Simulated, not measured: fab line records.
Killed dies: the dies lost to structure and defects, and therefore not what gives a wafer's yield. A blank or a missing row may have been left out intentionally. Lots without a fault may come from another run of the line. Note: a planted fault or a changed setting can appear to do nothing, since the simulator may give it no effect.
Matching of chambers :: flow nand harc :: 4 sister chambers for NHARC_A_CHANNEL_FILL_D2_ALD_14 on ald hk-04
The step deposits SiO2, target thk 2.5 nm, pulse time 10 s, ald cycles 25. 8 wafers are shown with their chamber, then 8 later ones without.

EACH WAFER AND ITS CHAMBER
wafer: L076.6
chamber: 0
heater power w (W): 446
precursor pulse height rel: 1.025

wafer: L080.4
chamber: 1
heater power w (W): 478
precursor pulse height rel: 1.012

wafer: L081.4
chamber: 3
heater power w (W): 438
precursor pulse height rel: 0.991

wafer: L081.5
chamber: 2
heater power w (W): 422
precursor pulse height rel: 0.985

wafer: L083.1
chamber: 0
heater power w (W): 452
precursor pulse height rel: 0.999

wafer: L083.2
chamber: 1
heater power w (W): 472
precursor pulse height rel: 1.020

wafer: L083.3
chamber: 2
heater power w (W): 417
precursor pulse height rel: 1.014

wafer: L090.2
chamber: 3
heater power w (W): 433
precursor pulse height rel: 0.974

WAFERS WHOSE CHAMBER IS MISSING
wafer: L090.3
heater power w (W): 461
precursor pulse height rel: 1.015

wafer: L090.6
heater power w (W): 455
precursor pulse height rel: 1.003

wafer: L092.3
heater power w (W): 464
precursor pulse height rel: 0.985

wafer: L092.4
heater power w (W): 437
precursor pulse height rel: 0.985

wafer: L092.5
heater power w (W): 489
precursor pulse height rel: 1.020

wafer: L097.1
heater power w (W): 482
precursor pulse height rel: 1.008

wafer: L097.3
heater power w (W): 413
precursor pulse height rel: 0.985

wafer: L097.5
heater power w (W): 432
precursor pulse height rel: 0.983

WHICH CHAMBER EACH WENT THROUGH
wafer: L090.3
from the rows above: can't be placed: 0 or 1
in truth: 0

wafer: L090.6
from the rows above: 0
in truth: 0

wafer: L092.3
from the rows above: can't be placed: 1 or 0
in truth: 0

wafer: L092.4
from the rows above: 3
in truth: 3

wafer: L092.5
from the rows above: 1
in truth: 1

wafer: L097.1
from the rows above: 1
in truth: 1

wafer: L097.3
from the rows above: 2
in truth: 2

wafer: L097.5
from the rows above: 3
in truth: 3
6 of 8 placed correctly. These rows do not allow placing 2 (true chamber among the candidates in 2). Number placed wrongly: 0.
How it was worked out, from the rows above alone: a wafer's distance from a chamber is the root of the sum, over the readings, of the square of ((its reading less the chamber's mean) divided by the reading's scatter). The wafer belongs to the nearest chamber; if the next one is less than 2 further off, it can't be placed. For every chamber, the mean is computed from those of its wafers that are shown. How the scatter is found: for the shown wafers, subtract from each reading the mean of its chamber, square and add these, divide the total by (wafers less chambers), then take the root.
